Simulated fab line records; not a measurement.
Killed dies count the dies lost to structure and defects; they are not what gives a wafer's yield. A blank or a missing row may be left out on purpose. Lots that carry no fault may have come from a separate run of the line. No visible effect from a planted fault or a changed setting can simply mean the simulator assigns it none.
Which tool is to blame?	flow n5 finfet	Sampling: 10 lots, 29 wafers, 4 of 1938 route steps

WHAT THE GAUGES SHOWED, per wafer
N5_BEOL_M4_RC_MEAS_101. Usual: CJ_N 4.35, standard deviation 0.086; DIBL_N 36.7 mV/V, standard deviation 1.8; DIBL_P 37.0 mV/V, standard deviation 2.4; IOFF_N 0.17 nA/um, standard deviation 0.036; IOFF_P 0.22 nA/um, standard deviation 0.042; ION_N 673 uA/um, standard deviation 12; ION_P 462 uA/um, standard deviation 8.5; SS_N 71.7 mV/dec, standard deviation 0.62; SS_P 73.4 mV/dec, standard deviation 0.65; VT_N 250 mV, standard deviation 3.7; VT_P -250 mV, standard deviation 3.7.
lot	measured	on	CJ_N	DIBL_N (mV/V)	DIBL_P (mV/V)	IOFF_N (nA/um)	IOFF_P (nA/um)	ION_N (uA/um)	ION_P (uA/um)	SS_N (mV/dec)	SS_P (mV/dec)	VT_N (mV)	VT_P (mV)	flag
L606	day 8 22:50	prober-01	4.36 4.46 4.44	38.0 36.5 37.5	39.7 37.5 39.1	0.19 0.16 0.18	0.24 0.20 0.23	682 676 678	462 460 458	72.3 71.0 71.5	73.6 73.5 74.0	247 250 248	-250 -252 -251	
L607	day 8 20:34	prober-02	4.36 4.35 4.40	38.5 38.2 37.8	39.0 39.0 37.4	0.19 0.21 0.19	0.25 0.24 0.22	671 675 667	461 460 457	71.5 71.9 72.0	73.3 74.6 73.4	250 245 250	-250 -250 -249	
L608	day 9 03:59	prober-02	4.32 4.31 4.27	36.8 36.4 38.0	37.0 36.0 38.4	0.15 0.14 0.18	0.20 0.18 0.21	660 666 667	460 460 457	72.2 71.8 72.5	73.1 73.5 73.6	252 253 251	-253 -255 -253	
L611	day 9 12:34	prober-01	4.34 4.43 4.41	37.7 34.6 35.9	38.4 34.7 35.1	0.17 0.13 0.14	0.21 0.16 0.17	670 671 655	455 456 447	72.2 71.1 71.1	73.5 72.0 73.6	251 252 252	-253 -255 -254	
L612	day 10 17:13	prober-01	4.35 4.34 4.42	35.5 36.9 39.9	35.9 37.3 40.9	0.15 0.17 0.24	0.21 0.22 0.27	669 669 687	461 460 463	71.5 72.1 73.2	72.5 73.8 74.7	248 250 244	-252 -252 -250	
L613	day 10 08:27	prober-02	4.35 4.39 4.32	36.2 33.3 37.4	37.7 33.2 38.6	0.16 0.12 0.18	0.22 0.17 0.25	675 663 677	471 460 468	71.6 71.1 72.3	73.5 72.6 73.3	249 254 248	-246 -251 -248	
L617	day 10 21:02	prober-02	4.09 4.20 4.36	37.4 36.3 37.2	38.1 37.3 36.4	0.18 0.16 0.16	0.23 0.23 0.21	675 687 689	459 471 470	71.5 71.8 71.9	74.1 73.4 73.1	248 249 248	-251 -250 -250	
L621	day 12 06:20	prober-02	4.08 4.46	38.3 38.1	40.2 39.3	0.23 0.20	0.29 0.28	696 684	479 472	72.0 71.8	73.2 73.9	240 247	-246 -245	
L626	day 13 12:33	prober-01	4.44 4.41 4.38	35.7 36.7 32.1	34.9 36.2 30.0	0.15 0.17 0.10	0.19 0.22 0.14	678 686 662	461 464 456	71.4 71.0 70.7	73.1 73.8 72.4	251 250 256	-249 -249 -255	
L629	day 15 19:44	prober-01	4.14 4.38 4.25	36.6 36.8 35.9	36.4 35.9 35.0	0.15 0.16 0.14	0.19 0.20 0.18	669 682 670	454 464 455	71.8 71.9 71.6	72.8 73.6 73.4	251 248 251	-252 -253 -254	

WHAT TOOL EACH LOT RAN ON (gives the tool, then ch and the chambers of the sampled wafers, and finally the start)
lot	N5_WELL_APT_EPI_41	N5_BEOL_M4_SPUTTER_96	N5_BEOL_M4_DEP_57
L606	epi rpcvd-01 ch 0, day 1 16:07	pvd sputter-03, day 8 20:51	pecvd-02 ch 0,1,2, day 8 22:16
L607	epi rpcvd-04 ch 0, day 1 21:58	pvd sputter-01, day 8 19:13	pecvd-01 ch 0,1,2, day 8 20:17
L608	epi rpcvd-01 ch 0, day 2 04:05	pvd sputter-01, day 9 02:52	pecvd-01 ch 0,2, day 9 03:52
L611	epi rpcvd-02 ch 0, day 2 23:04	pvd sputter-03, day 9 11:25	pecvd-02 ch 0,1,2, day 9 12:26
L612	epi rpcvd-02 ch 0, day 3 04:39	pvd sputter-03, day 10 15:46	pecvd-02 ch 1,2, day 10 17:05
L613	epi rpcvd-04 ch 0, day 3 10:20	pvd sputter-01, day 10 06:58	pecvd-03 ch 0,1, day 10 08:01
L617	epi rpcvd-01 ch 0, day 4 09:58	pvd sputter-03, day 10 19:55	pecvd-01 ch 1,2, day 10 20:55
L621	epi rpcvd-01 ch 0, day 5 10:22	pvd sputter-03, day 12 03:43	pecvd-03 ch 0,1, day 12 05:46
L626	epi rpcvd-04 ch 0, day 6 16:13	pvd sputter-03, day 13 11:24	pecvd-01 ch 0,2, day 13 12:25
L629	epi rpcvd-04 ch 0, day 7 10:10	pvd sputter-01, day 15 18:38	pecvd-01 ch 0,1,2, day 15 19:37
- N5_WELL_APT_EPI_41: deposits Si from SiH4/H2, target thk 50 nm, time 297.7 s.
- N5_BEOL_M4_SPUTTER_96: material Cu, target thk 4.5 nm, time 8.29 s.
- N5_BEOL_M4_DEP_57: deposits SiCN from 3MS/NH3, target thk 8 nm, time 14 s.

WHAT THE TOOLS THEMSELVES READ (means of the sampled wafers that have a number; where no wafer has one, the mark that the record gives instead)
N5_WELL_APT_EPI_41. Usual: 11.1 % for throttle valve pct, sd 0.42.
lot	tool	throttle valve pct (%)	flag
L606	epi rpcvd-01	11.6	
L607	epi rpcvd-04	10.8	
L608	epi rpcvd-01	11.5	
L611	epi rpcvd-02	10.5	
L612	epi rpcvd-02	10.6	
L613	epi rpcvd-04	11.0	
L617	epi rpcvd-01	11.3	
L621	epi rpcvd-01	11.6	
L626	epi rpcvd-04	10.9	
L629	epi rpcvd-04	11.1	

N5_BEOL_M4_SPUTTER_96. Usual: 30.4 % for throttle valve pct, sd 0.99.
lot	tool	throttle valve pct (%)	flag
L606	pvd sputter-03	30.4	
L607	pvd sputter-01	30.0	
L608	pvd sputter-01	31.3	
L611	pvd sputter-03	30.6	
L612	pvd sputter-03	30.2	
L613	pvd sputter-01	31.1	
L617	pvd sputter-03	29.9	
L621	pvd sputter-03	31.1	
L626	pvd sputter-03	30.2	
L629	pvd sputter-01	31.4	

N5_BEOL_M4_DEP_57. Usual: showerhead plenum p Torr 3.666 Torr, standard deviation 0.0075; throttle valve pct 8.95 %, standard deviation 0.3.
lot	tool	showerhead plenum p Torr (Torr)	throttle valve pct (%)	flag
L606	pecvd-02	3.662	8.91	
L607	pecvd-01	3.663	8.84	
L608	pecvd-01	3.664	8.80	
L611	pecvd-02	3.662	8.87	
L612	pecvd-02	3.660	8.99	
L613	pecvd-03	3.671	9.12	
L617	pecvd-01	3.665	8.90	
L621	pecvd-03	3.670	9.20	
L626	pecvd-01	3.669	9.01	
L629	pecvd-01	3.662	9.02	

THE ANSWER, worked out from the rows above alone
Rule: a lot is off if the mean of its wafers that have a number lies more than 3 standard deviations from the usual mean. Also off: a lot with no number at a reading for which 4 or more lots have one. All remaining lots with rows at the step are treated as sound. First the gauges in route order, then the tools' own readings, where a lot's mean is used as printed above. The first step at which some lot is off is used, and at that step the reading that is off furthest; a lot without a number counts as furthest.
None of the lots is off at any reading shown; this tells nothing.

WHAT HAD BEEN PUT IN BY THE SIMULATOR
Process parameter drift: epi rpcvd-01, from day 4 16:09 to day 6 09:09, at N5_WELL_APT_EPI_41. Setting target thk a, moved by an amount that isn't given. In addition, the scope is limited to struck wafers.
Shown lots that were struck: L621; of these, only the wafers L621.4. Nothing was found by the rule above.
